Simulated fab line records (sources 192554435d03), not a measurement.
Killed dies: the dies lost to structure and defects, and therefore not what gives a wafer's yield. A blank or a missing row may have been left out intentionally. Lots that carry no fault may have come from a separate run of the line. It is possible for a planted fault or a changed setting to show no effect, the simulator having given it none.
Chamber matching ; flow n5Finfet ; rieDiel-04 running N5_BEOL_M3_ETCH_74: 4 sister chambers
The step etches underlayer in N2/H2, target depth 6.5 nm, time 5.2 s. 18 wafers are shown with their chamber, then 9 later ones without.

== EACH WAFER AND ITS CHAMBER ==
wafer;chamber;drypumpMotorCurrentA (A);showerheadPlenumPTorr (Torr);throttleValvePct (%)
L075.1;2;5.6;2.57;17.55
L075.2;0;6.5;2.68;18.07
L075.4;3;5.4;2.50;17.80
L078.1;1;6.5;2.51;17.53
L078.3;0;6.5;2.67;18.09
L078.5;2;5.6;2.57;17.58
L081.3;3;5.4;2.49;17.87
L081.5;2;5.6;2.56;17.59
L081.6;1;6.6;2.51;17.49
L083.2;2;5.6;2.56;17.59
L083.5;0;6.5;2.67;18.07
L083.6;1;6.5;2.51;17.53
L084.1;3;5.4;2.49;17.83
L084.2;0;6.5;2.67;18.12
L084.5;0;6.6;2.67;18.09
L085.2;1;6.5;2.50;17.56
L085.4;3;5.4;2.49;17.84
L085.5;1;6.5;2.50;17.55

SIGNATURES, as means of the wafers listed above
reading;chamber 0;chamber 1;chamber 2;chamber 3;scatter within a chamber
drypumpMotorCurrentA;6.520;6.520;5.600;5.400;0.0338
showerheadPlenumPTorr;2.6720;2.5060;2.5650;2.4925;0.00518
throttleValvePct;18.0880;17.5320;17.5775;17.8350;0.0241
Rule: distance of a wafer from a chamber = root of the sum over the readings of ((wafer's reading minus chamber's mean) / reading's scatter) squared. If the next closest chamber is less than 2 further off than the closest, the wafer can't be placed; otherwise it belongs to the closest. The scatter: the root of (the sum of the squares of (reading less its chamber's mean) over the shown wafers, divided by (wafers less chambers)).

== WAFERS MISSING THEIR CHAMBER ==
wafer;drypumpMotorCurrentA (A);showerheadPlenumPTorr (Torr);throttleValvePct (%)
L086.1;5.4;2.49;17.84
L086.2;6.5;2.67;18.11
L086.6;5.6;2.56;17.59
L090.1;5.4;2.49;17.86
L090.3;6.5;2.50;17.57
L090.6;5.4;2.49;17.87
L091.2;5.4;2.49;17.84
L091.4;5.6;2.56;17.62
L091.5;6.5;2.50;17.59

== CHAMBER TAKEN BY EACH ==
wafer;from the rows above;in truth
L086.1;3;3
L086.2;0;0
L086.6;2;2
L090.1;3;3
L090.3;1;1
L090.6;3;3
L091.2;3;3
L091.4;2;2
L091.5;1;1
9 of 9 placed correctly. From these rows, 0 cannot be placed. Placed wrongly: 0.
